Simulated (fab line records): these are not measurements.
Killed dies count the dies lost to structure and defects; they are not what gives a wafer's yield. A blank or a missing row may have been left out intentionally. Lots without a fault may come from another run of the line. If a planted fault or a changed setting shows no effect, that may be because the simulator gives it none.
Comparing a struck lot with a sound one | flow n5_finfet | 14 out of 1938 route steps
Sound: the wafers L750.3, L750.4, L750.6. The struck wafers were L753.4, L753.5, L753.6. At the end, the cause is stated.
Each step with rows lists, per side, the tool, then ch with its chambers, then its first start. Under that, the readings that differ: sound wafers | struck wafers | difference of the means | sigmas: that difference in standard deviations of wafers without a fault.
alike: readings whose means differ by less than 2 such deviations, and words and numbers that are the same on both sides. not compared: withheld readings, readings that some wafer has no value for, bounds like >300 that may hide the same value, and numbers for which the record gives no deviation and whose values overlap.
A row with sigmas, a row that says differs or no value, or rows on one side alone: a step with any of these is where the two part. When numbers do not overlap yet have no deviation, they are printed without sigmas and do not part them. A reading that every wafer of one side lacks parts them only if that side has two wafers or more.

first, 3 steps without rows for these wafers: N5_BEOL_M8_EXPOSE_25 (exposes mask V7, target cd 40 nm); N5_BEOL_M8_PEB_26 (peb time 60 s); N5_BEOL_M8_DEVELOP_27 (develop time 30 s).
N5_BEOL_M8_CD_MEAS_28: target cd 40 nm.
  sound on cd_sem-02 ch 0, day 10 21:23; struck on cd_sem-01 ch 0, day 12 01:41
  alike: cd_nm
N5_BEOL_M8_OVL_MEAS_29:
  sound on overlay-02 ch 0, day 10 21:26; struck on overlay-02 ch 0, day 12 01:44
  alike: V7_OVL
N5_BEOL_M8_INSPECT_30: inspects for defects (brightfield).
  struck on defect_inspect-01, day 12 01:46; sound on defect_inspect-02, day 10 21:29
  alike: raw_defect_count
N5_BEOL_M8_DESCUM_33: chemistry O2, time 7 s.
  sound on rie_diel-05 ch 0,3, day 10 21:51; struck on rie_diel-06 ch 0,2,3, day 12 01:49
  alike: drypump_motor_current_A, oes_product_au, rf_vpp_V, showerhead_plenum_p_Torr, throttle_valve_pct
  not compared: rf_hours_counter_h
N5_BEOL_M8_ETCH_72: etches underlayer in N2/H2, target depth 6.5 nm, time 5.2 s.
  sound on rie_diel-05 ch 0,3, day 10 21:53; struck on rie_diel-06 ch 0,2,3, day 12 01:50
  reading               | sound          | struck         | difference | sigmas
  etch_rf_on_time_s (s) | 5.12 4.93 4.97 | 5.22 5.29 5.31 | +0.27      | +2
  alike: drypump_motor_current_A, oes_product_au, rf_fwd_power_W, rf_vpp_V, showerhead_plenum_p_Torr, throttle_valve_pct
  not compared: rf_hours_counter_h
N5_BEOL_M8_ETCH_65: etches SiARC in CF4, target depth 15.6 nm, time 26 s.
  sound on rie_diel-05 ch 0,3, day 10 21:54; struck on rie_diel-06 ch 0,2,3, day 12 01:52
  alike: drypump_motor_current_A, etch_rf_on_time_s, mfc_ar_sccm, oes_product_au, rf_fwd_power_W, rf_vpp_V, showerhead_plenum_p_Torr, throttle_valve_pct
  not compared: rf_hours_counter_h
N5_BEOL_M8_ETCH_66: etches SOC in N2/H2, target depth 80 nm, overetch 16 nm, time 120 s.
  sound on rie_diel-05 ch 0,3, day 10 21:56; struck on rie_diel-06 ch 0,2,3, day 12 01:53
  alike: drypump_motor_current_A, oes_product_au, rf_fwd_power_W, rf_vpp_V, showerhead_plenum_p_Torr, throttle_valve_pct
  not compared: rf_hours_counter_h
then, 2 steps without rows for these wafers: N5_BEOL_M8_STRIP_69 (strips in N2/H2); N5_BEOL_M8_STRIP_73 (strips in N2/H2).
N5_BEOL_M8_VIA_ETCH_34: etches SiCOH lowk in C4F6/O2, target depth 125.5 nm, time 50.5 s.
  sound on rie_diel-05 ch 0,3, day 10 22:02; struck on rie_diel-06 ch 0,2,3, day 12 01:59
  reading                  | sound             | struck            | difference | sigmas
  oes_f_703_au (a.u.)      | 0.74 0.87 0.86    | 1.20 0.92 1.15    | +0.27      | +4
  rf_fwd_power_W (W)       | 340.7 343.1 343.0 | 424.2 424.4 423.1 | +81.6      | +68
  rf_vpp_V (V)             | 643 677 677       | 611 596 588       | -67        | -6
  model.etch.depth_nm (nm) | 124.5 128.7 129.5 | 136.8 133.1 133.6 | +6.9       |
  alike: C4F6_flow_sccm, drypump_motor_current_A, mfc_ar_sccm, oes_product_au, showerhead_plenum_p_Torr, throttle_valve_pct
  not compared: rf_hours_counter_h, model.SOC_of_BEOL_M8_COAT_63.thk_nm
then, 1 step without rows for these wafers: N5_BEOL_M8_STRIP_76 (strips in C4F6/O2).

WHERE THEY PART
At N5_BEOL_M8_ETCH_72 first; at N5_BEOL_M8_VIA_ETCH_34 last (within this record only).

WHY: whatever the simulator had introduced
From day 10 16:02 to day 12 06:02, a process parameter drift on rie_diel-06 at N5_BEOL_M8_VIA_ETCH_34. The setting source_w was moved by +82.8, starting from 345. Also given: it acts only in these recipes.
